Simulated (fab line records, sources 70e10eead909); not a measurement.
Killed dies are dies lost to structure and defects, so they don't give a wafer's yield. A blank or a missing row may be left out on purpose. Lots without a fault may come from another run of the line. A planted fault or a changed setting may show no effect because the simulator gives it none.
fab line records | flow nand_harc
record lots=6 wafers=18 last_day=24
route steps=1159 shown A_STAIRCASE@539 END@1159
lots that met no fault: from a run of the same line without faults
start_h: hours from the record's first day to the start of the lot's first wafer shown | wait_h: hours since the lot's step before | " the same as in the row above | L1.1+2: a row that stands for several wafers | - no value, or no start given | * or withheld: withheld | < > ~ a bound
route shown NAME@n: a module of which the file shows steps, and the number in the route of the first | usual: mean/standard deviation of fault-free wafers | same: alike in all rows | chamber/n: place in a boat | sites: the reading at each site | _std_site: their standard deviation | _edge_site: outer sites' mean less inner sites' | radius_mm: how far each site lies from the wafer's centre | mask NAME#n: copy n | behind: the tool/chamber that last shaped the wafer | hold: why the lot was held/for how many hours/how that ended | device: the transistor (n, p or np) that didn't switch | end of line: the same wafers' tests at the end of the route | a step without rows: its recipe alone | killed: dies lost to structure and defects at the first sort, not the wafer's yield | map: a wafer's dies, x killed, . not, _ none there
set.NAME: the setting as run; set.NAME@STEP: as run at that earlier step | model.NAME: the simulator's own value behind a step, which no gauge read
lots at some steps of the route; a table a step, a row a wafer
services: from which hour (start_h, from the record's first day; less than 0 if before it) a tool's chamber was out of use, for how many hours, and why
## steps
# step NHARC_A_STAIRCASE_COAT_03
# recipe spin_rpm=1200
# step NHARC_A_STAIRCASE_SOFTBAKE_04
# recipe temp_c=135 time_s=170
# step NHARC_A_STAIRCASE_EBR_05
# step NHARC_A_STAIRCASE_EXPOSE_06
# recipe na=0.5 dose_mj=25.43 mask_id=STAIR
# step NHARC_A_STAIRCASE_PEB_07
# recipe peb_temp_c=115 peb_time_s=130
# step NHARC_A_STAIRCASE_DEVELOP_08
# recipe time_s=140
# step NHARC_A_STAIRCASE_HARDBAKE_10
# recipe temp_c=120 time_s=140
# step NHARC_A_STAIRCASE_DESCUM_11
# recipe time_s=3 o2_flow_sccm=200 ar_flow_sccm=0 bias_power_w=0 chemistry=O2
# usual drypump_motor_current_A=5.8/0.33 oes_product_au=0.998/0.0082 rf_vpp_V=57.9/0.9 showerhead_plenum_p_Torr=1.94/0.075 throttle_valve_pct=11.311/0.0096
# columns lot.wafer tool chamber start_h wait_h drypump_motor_current_A oes_product_au rf_hours_counter_h rf_vpp_V showerhead_plenum_p_Torr throttle_valve_pct
L938.3 rie_diel-08 0 243.66 - 6.0 1.006 39 57.7 2.00 11.332
L938.5 " 0 " " 6.0 0.993 - 58.4 2.00 11.307
L938.6 " 1 " " 5.2 0.992 - 58.9 1.97 11.314
L940.3 rie_diel-05 1 249.25 - 5.9 1.011 28 58.7 2.02 11.302
L940.4 " 2 " " 5.6 1.016 29 57.8 1.93 11.307
L940.2 " 0 " " 6.1 1.013 28 58.4 2.04 11.327
L947.2 rie_diel-08 2 301.37 - 5.6 0.990 54 57.8 1.82 11.315
L947.3 " 3 " " 5.7 0.999 61 57.8 1.86 11.308
L947.5 " 2 " " 5.6 1.000 - 58.3 1.82 11.324
L952.1 rie_diel-08 1 328.32 - 5.2 0.992 6 58.2 1.96 11.297
L952.2 " 0 " " 6.0 0.991 5 58.1 1.99 11.322
L952.5 " 0 " " 6.0 1.018 - 58.7 1.99 11.321
L957.4 rie_diel-13 1 353.57 - 6.3 0.997 28 57.1 1.86 11.278
L957.1 " 3 " " 6.4 1.000 27 58.7 1.98 11.315
L957.5 " 1 " " 6.2 1.002 - 56.8 1.86 11.320
L960.2 rie_diel-05 1 366.21 - 5.9 0.998 6 58.5 2.01 11.289
L960.1 " 3 " " 6.3 0.989 7 56.8 1.92 11.299
L960.4 " 0 " " 6.1 0.997 7 59.0 2.03 11.311
# step NHARC_A_STAIRCASE_TRIM_12
# recipe time_s=211.2 o2_flow_sccm=500 ar_flow_sccm=0 bias_w=0 chemistry=O2
# usual drypump_motor_current_A=5.9/0.32 oes_product_au=0.999/0.0074 rf_vpp_V=57.8/0.87 showerhead_plenum_p_Torr=3.57/0.13 throttle_valve_pct=17.037/0.0082
# columns lot.wafer tool chamber start_h wait_h drypump_motor_current_A oes_product_au rf_hours_counter_h rf_vpp_V showerhead_plenum_p_Torr throttle_valve_pct
L938.3 rie_diel-08 3 243.74 0.1 5.7 1.014 39 55.9 3.45 17.042
L938.5 " 3 " " 5.7 1.013 - 59.1 3.45 17.036
L938.6 " 0 " " 6.0 0.999 - 59.6 3.68 17.034
L940.4 rie_diel-05 3 249.61 0.3 6.2 1.004 29 58.0 3.57 17.033
L940.3 " 1 " " 5.9 0.992 28 58.5 3.71 17.033
L940.2 " 2 " " 5.6 1.005 29 57.0 3.55 17.047
L947.2 rie_diel-08 2 301.62 0.2 5.6 0.993 55 59.6 3.37 17.035
L947.3 " 1 " " 5.2 0.988 60 58.5 3.61 17.026
L947.5 " 2 " " 5.6 0.984 - 57.9 3.37 17.034
L952.1 rie_diel-08 1 328.44 0.1 5.2 0.993 6 59.0 3.61 17.031
L952.2 " 2 " " 5.6 1.000 6 58.4 3.36 17.044
L952.5 " 0 " " 6.0 1.003 - 59.4 3.66 17.040
L957.1 rie_diel-13 2 353.64 0.1 5.8 0.997 24 57.7 3.55 17.030
L957.4 " 1 " " 6.2 0.984 28 57.3 3.43 17.039
L957.5 " 3 " " 6.4 0.991 - 57.7 3.64 17.042
L960.1 rie_diel-05 1 366.29 0.1 5.9 0.992 6 57.5 3.69 17.048
L960.2 " 3 " " 6.2 0.989 7 57.9 3.55 17.033
L960.4 " 0 " " 6.1 0.993 7 58.8 3.73 17.044
# step NHARC_A_STAIRCASE_ETCH_13
# recipe target_depth_a=1000 time_s=40.5 ion_energy_ev=400 c4f8_flow_sccm=20 o2_flow_sccm=10 ar_flow_sccm=withheld rf_w=600 bias_w=1000 chemistry=C4F8/O2
# usual oes_product_au=0.939/0.012 rf_vpp_V=898/4.6
# columns lot.wafer tool chamber start_h wait_h oes_product_au rf_hours_counter_h rf_vpp_V
L938.3 rie_diel-08 3 - - 0.930 39 893
L938.5 " 1 " " 0.943 - 900
L938.6 " 2 " " 0.931 - 891
L940.4 rie_diel-05 3 - - 0.931 30 896
L940.3 " 1 " " 0.945 28 902
L940.2 " 2 " " 0.941 29 897
L947.3 rie_diel-08 0 - - 0.936 63 902
L947.2 " 2 " " 0.933 55 889
L947.5 " 0 " " 0.937 - 903
L952.1 rie_diel-08 1 - - 0.940 6 899
L952.2 " 2 " " 0.940 6 891
L952.5 " 1 " " 0.935 - 899
L957.4 rie_diel-13 0 - - 0.934 27 907
L957.1 " 1 " " 0.940 28 894
L957.5 " 0 " " 0.937 - 906
L960.4 rie_diel-05 3 - - 0.949 7 896
L960.1 " 0 " " 0.963 7 902
L960.2 " 2 " " 0.943 6 895
# step NHARC_A_STAIRCASE_TRIM_14
# recipe time_s=211.2 o2_flow_sccm=500 ar_flow_sccm=0 bias_w=0 chemistry=O2
# usual drypump_motor_current_A=5.9/0.32 oes_product_au=0.998/0.0067 rf_vpp_V=57.8/0.88 showerhead_plenum_p_Torr=3.58/0.13 throttle_valve_pct=17.036/0.0094
# columns lot.wafer tool chamber start_h wait_h drypump_motor_current_A oes_product_au rf_hours_counter_h rf_vpp_V showerhead_plenum_p_Torr throttle_valve_pct
L938.3 rie_diel-08 0 - - 6.0 1.018 39 57.2 3.68 17.038
L938.5 " 1 " " 5.2 0.995 - 56.7 3.62 17.028
L938.6 " 2 " " 5.6 0.996 - 57.6 3.38 17.041
L940.3 rie_diel-05 0 - - 6.1 1.005 29 58.6 3.75 17.045
L940.2 " 1 " " 5.9 0.999 28 58.1 3.71 17.036
L940.4 " 2 " " 5.6 1.005 29 58.9 3.55 17.038
L947.3 rie_diel-08 1 - - 5.2 0.995 60 58.2 3.61 17.036
L947.2 " 2 " " 5.6 0.999 55 57.7 3.37 17.036
L947.5 " 0 " " 6.0 1.000 - 58.4 3.67 17.043
L952.2 rie_diel-08 1 - - 5.2 0.989 6 57.2 3.61 17.042
L952.1 " 2 " " 5.6 0.997 6 57.6 3.36 17.033
L952.5 " 0 " " 6.0 0.988 - 58.7 3.67 17.029
L957.4 rie_diel-13 3 - - 6.3 1.005 27 57.7 3.64 17.022
L957.1 " 1 " " 6.3 1.010 28 57.0 3.43 17.021
L957.5 " 0 " " 5.9 1.000 - 59.7 3.79 17.035
L960.2 rie_diel-05 2 - - 5.6 0.997 6 57.9 3.53 17.029
L960.1 " 3 " " 6.3 0.985 7 57.8 3.55 17.054
L960.4 " 0 " " 6.1 0.997 7 57.1 3.73 17.040
# step NHARC_A_STAIRCASE_ETCH_15
# recipe target_depth_a=1000 time_s=40.5 ion_energy_ev=400 c4f8_flow_sccm=20 o2_flow_sccm=10 ar_flow_sccm=withheld rf_w=600 bias_w=1000 chemistry=C4F8/O2
# usual oes_product_au=0.939/0.011 rf_vpp_V=897/4.7
# columns lot.wafer tool chamber start_h wait_h oes_product_au rf_hours_counter_h rf_vpp_V
L938.3 rie_diel-08 0 244.14 - 0.949 39 902
L938.6 " 1 " " 0.937 - 900
L938.5 " 2 " " 0.934 - 891
L940.2 rie_diel-05 1 250.01 - 0.955 28 903
L940.4 " 2 " " 0.951 29 897
L940.3 " 3 " " 0.944 30 899
L947.2 rie_diel-08 3 302.02 - 0.760 62 893
L947.3 " 1 " " 0.761 60 900
L947.5 " 2 " " 0.755 - 892
L952.2 rie_diel-08 2 328.88 - 0.763 6 889
L952.1 " 0 " " 0.767 6 902
L952.5 " 2 " " 0.761 - 889
L957.4 rie_diel-13 2 354.18 - 0.945 24 895
L957.1 " 1 " " 0.941 28 892
L957.5 " 2 " " 0.952 - 896
L960.4 rie_diel-05 2 366.68 - 0.947 6 897
L960.2 " 3 " " 0.956 7 898
L960.1 " 1 " " 0.940 6 900
# step NHARC_A_STAIRCASE_TRIM_16
# recipe time_s=211.2 o2_flow_sccm=500 ar_flow_sccm=0 bias_w=0 chemistry=O2
# usual drypump_motor_current_A=5.9/0.33 oes_product_au=0.998/0.0082 rf_vpp_V=57.9/0.88 showerhead_plenum_p_Torr=3.58/0.13 throttle_valve_pct=17.037/0.0093
# columns lot.wafer tool chamber start_h wait_h drypump_motor_current_A oes_product_au rf_hours_counter_h rf_vpp_V showerhead_plenum_p_Torr throttle_valve_pct
L938.3 rie_diel-08 0 - - 6.0 0.984 39 60.1 3.68 17.036
L938.6 " 1 " " 5.2 0.992 - 58.3 3.62 17.018
L938.5 " 2 " " 5.6 0.974 - 56.8 3.38 17.023
L940.2 rie_diel-05 1 - - 5.9 0.998 28 57.6 3.71 17.045
L940.4 " 2 " " 5.6 1.009 29 57.8 3.55 17.031
L940.3 " 3 " " 6.3 1.001 30 57.2 3.57 17.039
L947.3 rie_diel-08 2 - - 5.6 1.002 55 56.6 3.37 17.035
L947.2 " 0 " " 6.0 1.001 63 57.8 3.67 17.046
L947.5 " 2 " " 5.6 0.990 - 57.0 3.37 17.034
L952.1 rie_diel-08 0 - - 6.0 0.999 6 58.2 3.66 17.042
L952.2 " 1 " " 5.2 0.989 6 58.0 3.61 17.046
L952.5 " 1 " " 5.2 0.983 - 58.4 3.61 17.031
L957.1 rie_diel-13 0 - - 5.9 0.997 27 59.1 3.79 17.046
L957.4 " 3 " " 6.4 0.990 28 58.3 3.64 17.057
L957.5 " 1 " " 6.2 1.001 - 58.0 3.43 17.030
L960.2 rie_diel-05 0 - - 6.1 0.991 7 58.5 3.73 17.025
L960.4 " 1 " " 5.9 0.989 6 58.3 3.69 17.018
L960.1 " 3 " " 6.2 0.980 7 57.4 3.55 17.042
# step NHARC_END_SORT_01
# recipe temp_c=25
# usual killed_at_array=31/12 killed_at_other=0.6/0.85 killed_at_periphery=3.0/2.3 killed_dies=35/12 killed_open=3.2/1.9 killed_short=1.8/1.4
# same gross_dies=677
# columns lot.wafer tool chamber start_h wait_h killed_at_array killed_at_other killed_at_periphery killed_dies killed_open killed_short
L947.2 prober-01 0 509.50 2.8 675 0 2 677 3 1
L947.3 prober-01 0 510.31 3.1 675 0 2 677 6 1
L947.5 prober-01 0 511.92 3.7 673 1 3 677 6 3
L952.1 prober-01 0 533.85 2.5 674 1 2 677 2 1
L952.2 prober-01 0 534.65 2.8 676 1 0 677 1 2
L952.5 prober-01 0 537.04 3.7 676 0 1 677 1 0
L957.1 prober-01 0 551.55 2.5 48 0 2 50 5 4
L957.4 prober-01 0 553.94 3.4 37 0 8 45 4 0
L957.5 prober-01 0 554.74 3.7 41 0 4 45 4 1
# killed by level:class
L947.2 A_STAIRCASE:area_etch=638 A_SLIT:chamber_film_flake=14 A_CHANNEL_HOLE_D1:chamber_film_flake=12 A_STAIRCASE:chamber_film_flake=3 A_WL_FILL:chamber_film_flake=2 A_CONTACT:chamber_film_flake=2 P_M0:geometric_particle:open=1 A_ONON_D1:geometric_particle:open=1
L947.3 A_STAIRCASE:area_etch=636 A_CHANNEL_HOLE_D1:chamber_film_flake=18 A_SLIT:chamber_film_flake=13 A_CONTACT:geometric_particle:open=3 A_STAIRCASE:chamber_film_flake=2 P_M2:geometric_particle:open=1 P_M2:geometric_particle:short=1 A_CHANNEL_FILL_D1:geometric_particle:open=1
L947.5 A_STAIRCASE:area_etch=627 A_CHANNEL_HOLE_D1:chamber_film_flake=18 A_SLIT:chamber_film_flake=16 A_CONTACT:geometric_particle:open=3 P_ZERO_WELL:chamber_film_flake=3 A_STAIRCASE:chamber_film_flake=3 A_SOURCE_PLATE:geometric_particle:short=1 A_ONON_D1:geometric_particle:open=1
L952.1 A_STAIRCASE:area_etch=644 A_CHANNEL_HOLE_D1:chamber_film_flake=19 A_CONTACT:chamber_film_flake=4 A_STAIRCASE:chamber_film_flake=3 A_WL_FILL:chamber_film_flake=3 P_GATE:geometric_particle:open=1 P_CONTACT:geometric_particle:open=1 A_CHANNEL_FILL_D1:geometric_particle:short=1
L952.2 A_STAIRCASE:area_etch=646 A_CHANNEL_HOLE_D1:chamber_film_flake=19 A_WL_FILL:chamber_film_flake=5 A_CONTACT:chamber_film_flake=3 A_CHANNEL_HOLE_D1:geometric_particle:short=1 A_WL_FILL:geometric_particle:short=1 A_BLC:geometric_particle:open=1 THIN_TSV:chamber_film_flake=1
L952.5 A_STAIRCASE:area_etch=641 A_CHANNEL_HOLE_D1:chamber_film_flake=27 A_WL_FILL:chamber_film_flake=5 A_CONTACT:chamber_film_flake=2 P_M0:geometric_particle:open=1 A_STAIRCASE:chamber_film_flake=1
L957.1 A_SLIT:chamber_film_flake=22 A_CHANNEL_HOLE_D1:chamber_film_flake=10 A_CONTACT:chamber_film_flake=7 A_WL_FILL:geometric_particle:open=2 A_CONTACT:geometric_particle:open=2 A_BLC:geometric_particle:short=2 P_STI:chamber_film_flake=2 A_SGD_CUT:geometric_particle:short=1
L957.4 A_SLIT:chamber_film_flake=18 A_CHANNEL_HOLE_D1:chamber_film_flake=12 P_M0:chamber_film_flake=3 A_CONTACT:chamber_film_flake=3 P_STI:chamber_film_flake=2 P_CONTACT:geometric_particle:open=1 P_M0:geometric_particle:open=1 A_CONTACT:geometric_particle:open=1
L957.5 A_SLIT:chamber_film_flake=17 A_CHANNEL_HOLE_D1:chamber_film_flake=11 A_CONTACT:chamber_film_flake=7 P_STI:chamber_film_flake=2 A_CHANNEL_FILL_D1:geometric_particle:open=1 A_WL_FILL:geometric_particle:short=1 A_CONTACT:geometric_particle:open=1 A_BLC:geometric_particle:open=1
# map L947.2 (x killed, . not)
____________x____________
_________xxxxxxx_________
_______xxxxxxxxxxx_______
______xxxxxxxxxxxxx______
_____xxxxxxxxxxxxxxx_____
____xxxxxxxxxxxxxxxxx____
____xxxxxxxxxxxxxxxxx____
___xxxxxxxxxxxxxxxxxxx___
___xxxxxxxxxxxxxxxxxxx___
__xxxxxxxxxxxxxxxxxxxxx__
__xxxxxxxxxxxxxxxxxxxxx__
_xxxxxxxxxxxxxxxxxxxxxxx_
_xxxxxxxxxxxxxxxxxxxxxxx_
_xxxxxxxxxxxxxxxxxxxxxxx_
_xxxxxxxxxxxxxxxxxxxxxxx_
_xxxxxxxxxxxxxxxxxxxxxxx_
xxxxxxxxxxxxxxxxxxxxxxxxx
xxxxxxxxxxxxxxxxxxxxxxxxx
xxxxxxxxxxxxxxxxxxxxxxxxx
xxxxxxxxxxxxxxxxxxxxxxxxx
xxxxxxxxxxxxxxxxxxxxxxxxx
_xxxxxxxxxxxxxxxxxxxxxxx_
_xxxxxxxxxxxxxxxxxxxxxxx_
_xxxxxxxxxxxxxxxxxxxxxxx_
_xxxxxxxxxxxxxxxxxxxxxxx_
_xxxxxxxxxxxxxxxxxxxxxxx_
__xxxxxxxxxxxxxxxxxxxxx__
__xxxxxxxxxxxxxxxxxxxxx__
___xxxxxxxxxxxxxxxxxxx___
___xxxxxxxxxxxxxxxxxxx___
____xxxxxxxxxxxxxxxxx____
____xxxxxxxxxxxxxxxxx____
_____xxxxxxxxxxxxxxx_____
______xxxxxxxxxxxxx______
_______xxxxxxxxxxx_______
_________xxxxxxx_________
____________x____________
# map L952.1 (x killed, . not)
____________x____________
_________xxxxxxx_________
_______xxxxxxxxxxx_______
______xxxxxxxxxxxxx______
_____xxxxxxxxxxxxxxx_____
____xxxxxxxxxxxxxxxxx____
____xxxxxxxxxxxxxxxxx____
___xxxxxxxxxxxxxxxxxxx___
___xxxxxxxxxxxxxxxxxxx___
__xxxxxxxxxxxxxxxxxxxxx__
__xxxxxxxxxxxxxxxxxxxxx__
_xxxxxxxxxxxxxxxxxxxxxxx_
_xxxxxxxxxxxxxxxxxxxxxxx_
_xxxxxxxxxxxxxxxxxxxxxxx_
_xxxxxxxxxxxxxxxxxxxxxxx_
_xxxxxxxxxxxxxxxxxxxxxxx_
xxxxxxxxxxxxxxxxxxxxxxxxx
xxxxxxxxxxxxxxxxxxxxxxxxx
xxxxxxxxxxxxxxxxxxxxxxxxx
xxxxxxxxxxxxxxxxxxxxxxxxx
xxxxxxxxxxxxxxxxxxxxxxxxx
_xxxxxxxxxxxxxxxxxxxxxxx_
_xxxxxxxxxxxxxxxxxxxxxxx_
_xxxxxxxxxxxxxxxxxxxxxxx_
_xxxxxxxxxxxxxxxxxxxxxxx_
_xxxxxxxxxxxxxxxxxxxxxxx_
__xxxxxxxxxxxxxxxxxxxxx__
__xxxxxxxxxxxxxxxxxxxxx__
___xxxxxxxxxxxxxxxxxxx___
___xxxxxxxxxxxxxxxxxxx___
____xxxxxxxxxxxxxxxxx____
____xxxxxxxxxxxxxxxxx____
_____xxxxxxxxxxxxxxx_____
______xxxxxxxxxxxxx______
_______xxxxxxxxxxx_______
_________xxxxxxx_________
____________x____________
## services
# columns tool chamber start_h hours kind
rie_diel-08 - 219.92 0.8 repair
rie_diel-08 0 232.13 - clean
rie_diel-08 1 232.13 - clean
rie_diel-08 2 232.13 - clean
rie_diel-08 3 232.13 - clean
rie_diel-08 0 256.63 - clean
rie_diel-08 1 256.63 - clean
rie_diel-08 2 256.63 - clean
rie_diel-08 3 256.63 - clean
rie_diel-13 3 261.93 3.9 repair
rie_diel-05 1 263.63 6.6 repair
rie_diel-13 - 276.14 9.0 pm
rie_diel-08 0 281.61 - clean
rie_diel-08 1 281.61 - clean
rie_diel-08 2 281.61 - clean
rie_diel-08 3 281.61 - clean
rie_diel-08 - 302.18 9.0 pm
rie_diel-08 0 302.18 9.0 vent_cycle
rie_diel-08 1 302.18 9.0 vent_cycle
rie_diel-08 2 302.18 9.0 vent_cycle
rie_diel-08 3 302.18 9.0 vent_cycle
rie_diel-08 0 311.18 - clean
rie_diel-08 3 325.44 4.3 repair
rie_diel-05 - 341.54 9.0 pm
## key
first_sign step=NHARC_A_STAIRCASE_ETCH_15 reading=oes_product_au direction=down sigmas=17 usual=0.939 struck=0.761
effect step=NHARC_END_SORT_01 reading=killed_dies direction=up sigmas=56 usual=35 struck=677
more_kills_born_at NHARC_A_STAIRCASE_ETCH_15@rie_diel-08=3832
met_at NHARC_A_STAIRCASE_ETCH_15
struck_wafers L947.2,L947.3,L947.5,L952.1,L952.2,L952.5
later_rows_left_out L947.2,L947.3,L947.5,L952.1,L952.2,L952.5
tester_left_out L947,L952
onset_between 244.14 302.02
fault kind=process_parameter_drift tool=rie_diel-08 chamber=- onset_h=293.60 steps=NHARC_A_STAIRCASE_ETCH_15 channel=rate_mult offset=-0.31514 shape=step end_h=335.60
# tester_left_out: of these lots the tester's yield and bins aren't shown, on N5 and GAA mostly nor the transistor test; their killed dies are dies lost to structure and defects alone, not to doping, threshold or leakage, so they don't give the yield
# later_rows_left_out: the simulator's readings of these wafers behind a module that went badly wrong aren't trusted and aren't shown, but for the sort
